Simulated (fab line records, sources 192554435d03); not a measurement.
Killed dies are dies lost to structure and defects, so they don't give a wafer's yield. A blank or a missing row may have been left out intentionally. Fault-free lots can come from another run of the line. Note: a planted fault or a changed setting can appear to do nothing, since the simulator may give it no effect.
Split-lot trial    flow n5-finfet    route with 1938 steps; 7 lots, 21 wafers read

ON THE SPLIT
At N5_BEOL_M10_ETCH_62 (etches SOC in N2/H2, target depth 110 nm, overetch 22 nm, time 165 s), the setting time-s was moved away from the recipe's 165 s on 7 of the 21 wafers read, by -15.3% to +16.4%. The other wafers ran this setting at the recipe's value.

The reading is taken at the split's own step.

THE READING
SiARC_of_BEOL_M10_COAT_60.thk-nm (the simulator's own value, which no gauge read), in nm, at N5_BEOL_M10_ETCH_62 (etches SOC in N2/H2, target depth 110 nm, overetch 22 nm, time 165 s). There is no usual value for it anywhere in the file. The 14 wafers here that ran the recipe average 23.5 nm, standard deviation 0.16 nm.

wafer   tool, chamber at the split  time-s as run, s  against the recipe  SiARC_of_BEOL_M10_COAT_60.thk-nm, nm  against lot-mates on the recipe
L074.3  rie-diel-03, 3              165               recipe              24                                    -
L074.4  rie-diel-03, 3              189.9             +15.1%              23                                    -1.0
L074.6  rie-diel-03, 0              189.9             +15.1%              22.6                                  -1.4
L076.2  rie-diel-04, 2,1            165               recipe              23.6                                  -
L076.3  rie-diel-04, 2,1            165               recipe              23.6                                  -
L076.6  rie-diel-04, 3              165               recipe              23.4                                  -
L077.2  rie-diel-01, 3              165               recipe              23.4                                  -
L077.3  rie-diel-01, 0              192.1             +16.4%              23                                    -0.4
L077.4  rie-diel-01, 2              192.1             +16.4%              22.6                                  -0.8
L078.1  rie-diel-04, 0,1            165               recipe              23.6                                  -
L078.2  rie-diel-04, 0,1            165               recipe              23.6                                  -
L078.5  rie-diel-04, 1              165               recipe              23.4                                  -
L079.1  rie-diel-04, 0              165               recipe              23.6                                  -
L079.3  rie-diel-04, 3              139.8             -15.3%              24.4                                  +0.8
L079.5  rie-diel-04, 3              139.8             -15.3%              24.2                                  +0.6
L096.1  rie-diel-03, 2              150.6             -8.7%               24                                    +0.5
L096.3  rie-diel-03, 3              165               recipe              23.6                                  -
L096.6  rie-diel-03, 0              165               recipe              23.4                                  -
L097.1  rie-diel-03, 0,3,3          165               recipe              23.4                                  -
L097.2  rie-diel-03, 0,3,3          165               recipe              23.4                                  -
L097.6  rie-diel-03, 0,3,3          165               recipe              23.4                                  -
If several chambers appear in one row, that row covers several wafers at once and the file leaves open which wafer was in which chamber.

THE FIT
A straight line over all 21 wafers: SiARC_of_BEOL_M10_COAT_60.thk-nm changes by -0.048 nm for each +1% of time-s; r = -0.93; the points scatter about the line by 0.17 nm.
The same after taking each lot's own level away (the mean of its wafers on the recipe; 21 wafers): -0.0528 nm for each +1%; r = -0.92; scatter 0.2 nm.
On that fit, the largest move of time-s shifts the reading by 0.87 nm.
The span of the lots' own levels, 23.40 to 24.00 nm, comes to 3.7 times the standard deviation stated above.
Consequently the slope shifts little with the lot-to-lot level, the two slopes agreeing.
Check: for one of the wafers moved furthest among these (+16.4%), held out of the fit, the line's prediction against its lot-mates is -1.01 nm. It came out at -0.4 nm against them.

OTHER SPLITS ON THESE WAFERS
Other splits were also applied to these wafers ahead of the reading. Each is held against what the fit with the lots' levels taken away leaves over:
other split on the same wafers    wafers away from the commonest value  r with SiARC_of_BEOL_M10_COAT_60.thk-nm (lot level and that fit taken away)
N5_BEOL_M7_ALD_77 ald-cycles      7                                     +0.01
N5_BEOL_M8_COAT_22 spin-rpm       6                                     -0.02
N5_BEOL_M8_ETCH_65 cf4-flow-sccm  3                                     -0.18
N5_BEOL_M8_DEP_56 time-s          9                                     -0.16

THE WHOLE CHAIN: every reading that the file lists as answering this split, in the file's order
step                    what it does                                                          reading                                                                            change (the file's fit)                                                               r (the file's)
N5_BEOL_M10_ETCH_62     etches SOC in N2/H2, target depth 110 nm, overetch 22 nm, time 165 s  SiARC_of_BEOL_M10_COAT_60.thk-nm (the simulator's own value, which no gauge read)  -0.0533 nm for each +1% of the setting                                                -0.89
N5_BEOL_M10_HM_OPEN_17  chemistry Cl2/BCl3, target TiN, target depth 20 nm, overetch 6 nm     etch.depth-nm (the simulator's own value, which no gauge read)                     not straight: 19.69 at the lowest setting, 19.87 at the recipe, 17.57 at the highest  not given

THE FILE'S OWN FIT
SiARC_of_BEOL_M10_COAT_60.thk-nm changes by -0.0533 nm for each +1% of time-s, r = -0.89.
